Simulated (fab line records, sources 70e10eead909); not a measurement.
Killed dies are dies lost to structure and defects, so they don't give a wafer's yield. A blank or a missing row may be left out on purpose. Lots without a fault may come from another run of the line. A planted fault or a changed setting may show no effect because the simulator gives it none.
A struck lot beside a sound one | flow nand_harc | 15 steps out of a route of 1302
Sound: wafers L398.2, L398.3, L398.6. Struck: wafers L415.1, L415.3, L415.4. The cause comes at the end.
At each step with rows: each side's tool, then ch and its chambers, then its first start. Under that, the readings that differ: sound wafers | struck wafers | difference of the means | sigmas: that difference in standard deviations of wafers without a fault.
alike: readings whose means differ by less than 2 such deviations, and words and numbers that are the same on both sides. not compared: withheld readings, readings that some wafer has no value for, bounds like >300 that may hide the same value, and numbers for which the record gives no deviation and whose values overlap.
The two part at a step that has a row with sigmas, a row that says differs or no value, or rows on one side only. Numbers that don't overlap but have no deviation are shown without sigmas and don't part them. A reading that every wafer of one side lacks parts them only if that side has two wafers or more.

NHARC_A_ONON_D2_THK_MEAS_08: measures by ellipsometry.
  sound on film_metro-01, day 13 16:05; struck on film_metro-02, day 21 03:50
  alike: thk_nm
then, 1 step without rows for these wafers: NHARC_A_ONON_D2_DEP_09 (target thk 1000 nm).
NHARC_A_ONON_D2_THK_MEAS_11: measures by ellipsometry.
  sound on film_metro-01, day 13 16:39; struck on film_metro-01, day 21 04:25
  alike: thk_nm
then, 1 step without rows for these wafers: NHARC_A_ONON_D2_DEP_12 (target thk 1000 nm).
NHARC_A_ONON_D2_THK_MEAS_14: measures by ellipsometry.
  sound on film_metro-01, day 13 17:13; struck on film_metro-01, day 21 04:58
  alike: thk_nm
then, 2 steps without rows for these wafers: NHARC_A_ONON_D2_ANNEAL_15 (time 3600 s); NHARC_A_ONON_D2_DEP_16 (target thk 1000 nm).
NHARC_A_ONON_D2_THK_MEAS_18: measures by ellipsometry.
  sound on film_metro-01, day 14 00:34; struck on film_metro-02, day 21 15:01
  reading     | sound          | struck      | difference | sigmas
  thk_nm (nm) | 1024 1026 1025 | 981 982 982 | -43        | -5
then, 1 step without rows for these wafers: NHARC_A_ONON_D2_DEP_19 (target thk 1000 nm).
NHARC_A_ONON_D2_THK_MEAS_21: measures by ellipsometry.
  sound on film_metro-02, day 14 01:08; struck on film_metro-01, day 21 15:35
  alike: thk_nm
then, 1 step without rows for these wafers: NHARC_A_ONON_D2_DEP_22 (target thk 1000 nm).
NHARC_A_ONON_D2_THK_MEAS_24: measures by ellipsometry.
  sound on film_metro-02, day 14 01:42; struck on film_metro-02, day 21 16:09
  alike: thk_nm
NHARC_A_ONON_D2_DEP_25: target thk 1000 nm.
  sound on pecvd_onon-03 ch 0, day 14 01:49; struck on pecvd_onon-03 ch 0, day 21 16:13
  alike: susceptor_temp_C
NHARC_A_ONON_D2_THK_MEAS_27: measures by ellipsometry.
  sound on film_metro-01, day 14 02:16; struck on film_metro-01, day 21 16:43
  reading     | sound         | struck      | difference | sigmas
  thk_nm (nm) | 999 1001 1001 | 948 944 947 | -54        | -6
then, 1 step without rows for these wafers: NHARC_A_ONON_D2_DEP_28 (target thk 1000 nm).

WHERE THEY PART
First at NHARC_A_ONON_D2_THK_MEAS_18; last, within this record, at NHARC_A_ONON_D2_THK_MEAS_27.

WHY: what the simulator had put in
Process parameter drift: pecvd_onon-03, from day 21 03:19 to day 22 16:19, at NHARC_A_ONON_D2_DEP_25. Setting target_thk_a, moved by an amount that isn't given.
